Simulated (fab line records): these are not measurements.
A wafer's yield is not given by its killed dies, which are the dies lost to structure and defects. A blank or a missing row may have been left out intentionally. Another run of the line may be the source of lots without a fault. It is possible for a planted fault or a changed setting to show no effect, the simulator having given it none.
Split-lot study | flow n5_finfet | 7 lots, 21 wafers read, on a route of 1938 steps

## SPLIT DETAILS
At N5_HKMG_FIN_COAT_30 (time 60 s, resist thk 35 nm), the setting spin_rpm was moved away from the recipe's 1500 rpm on 4 of the 21 wafers read, by -9.3% to +9.1%. For the rest of the wafers, this setting stayed at what the recipe calls for.

The reading comes from the split's own step.

## THE READING
SiARC_of_HKMG_FIN_COAT_30.thk_nm (the simulator's own value, which no gauge read), in nm, at N5_HKMG_FIN_COAT_30 (time 60 s, resist thk 35 nm). The file gives no usual value for it. Here, 17 wafers ran the recipe; their average is 35.1 nm with a standard deviation of 0.12 nm.

wafer  | tool, chamber at the split | spin_rpm as run, rpm | against the recipe | SiARC_of_HKMG_FIN_COAT_30.thk_nm, nm | against lot-mates on the recipe
L078.1 | litho_track-03, 0          | 1500                 | recipe             | 34.8                                 | -
L078.5 | litho_track-03, 0          | 1500                 | recipe             | 35                                   | -
L078.6 | litho_track-03, 0          | 1500                 | recipe             | 35                                   | -
L079.1 | litho_track-04, 0          | 1500                 | recipe             | 35.2                                 | -
L079.3 | litho_track-04, 0          | 1500                 | recipe             | 35.2                                 | -
L079.5 | litho_track-04, 0          | 1500                 | recipe             | 35.2                                 | -
L085.1 | litho_track-03, 0          | 1360                 | -9.3%              | 36.8                                 | +1.7
L085.5 | litho_track-03, 0          | 1500                 | recipe             | 35                                   | -
L085.6 | litho_track-03, 0          | 1500                 | recipe             | 35.2                                 | -
L087.1 | litho_track-05, 0          | 1500                 | recipe             | 35.2                                 | -
L087.6 | litho_track-05, 0          | 1500                 | recipe             | 35.2                                 | -
L087.5 | litho_track-05, 0          | 1604                 | +6.9%              | 34                                   | -1.2
L090.2 | litho_track-04, 0          | 1637                 | +9.1%              | 33.6                                 | -1.6
L090.5 | litho_track-04, 0          | 1637                 | +9.1%              | 33.6                                 | -1.6
L090.4 | litho_track-04, 0          | 1500                 | recipe             | 35.2                                 | -
L092.2 | litho_track-05, 0          | 1500                 | recipe             | 35                                   | -
L092.5 | litho_track-05, 0          | 1500                 | recipe             | 35                                   | -
L092.6 | litho_track-05, 0          | 1500                 | recipe             | 35                                   | -
L096.1 | litho_track-04, 0          | 1500                 | recipe             | 35                                   | -
L096.4 | litho_track-04, 0          | 1500                 | recipe             | 35                                   | -
L096.3 | litho_track-04, 0          | 1500                 | recipe             | 35.2                                 | -

FIT RESULTS
A straight line over all 21 wafers: SiARC_of_HKMG_FIN_COAT_30.thk_nm changes by -0.168 nm for each +1% of spin_rpm; r = -0.98; the points scatter about the line by 0.12 nm.
The same after taking each lot's own level away (the mean of its wafers on the recipe; 21 wafers): -0.177 nm for each +1%; r = -1.00; scatter 0.063 nm.
On that fit, the largest move of spin_rpm shifts the reading by 1.7 nm.
Across the lots, their own levels run from 34.93 to 35.20 nm, a range of 2.2 times the standard deviation given above.
So the lot-to-lot level changes the slope little: the two slopes agree.
Check: +1.63 nm against its lot-mates is what the line predicts for one of the wafers moved furthest among these (-9.3%) when that wafer is left out of the fit. It came out at +1.7 nm against them.

## ADDITIONAL SPLITS CARRIED BY THESE WAFERS
Before the reading, these wafers also passed through other splits. Each is held against what the fit with the lots' levels taken away leaves over:
other split on the same wafers        | wafers away from the commonest value | r with SiARC_of_HKMG_FIN_COAT_30.thk_nm (lot level and that fit taken away)
N5_WELL_APT_PEB_06 peb_time_s         | 7                                    | +0.20
N5_WELL_APT_DEVELOP_07 develop_time_s | 6                                    | -0.29
N5_DUMMY_GATE_ETCH_32 time_s          | 8                                    | +0.33
N5_SD_EPI_N_PEB_07 peb_temp_c         | 5                                    | +0.05
N5_SD_EPI_N_DESCUM_14 time_s          | 10                                   | +0.08
N5_ILD0_CMP_03 down_force_psi         | 6                                    | -0.02
N5_SDB_COAT_03 spin_rpm               | 7                                    | -0.08

## THE FILE'S OWN FIT
SiARC_of_HKMG_FIN_COAT_30.thk_nm changes by -0.177 nm for each +1% of spin_rpm, r = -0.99.
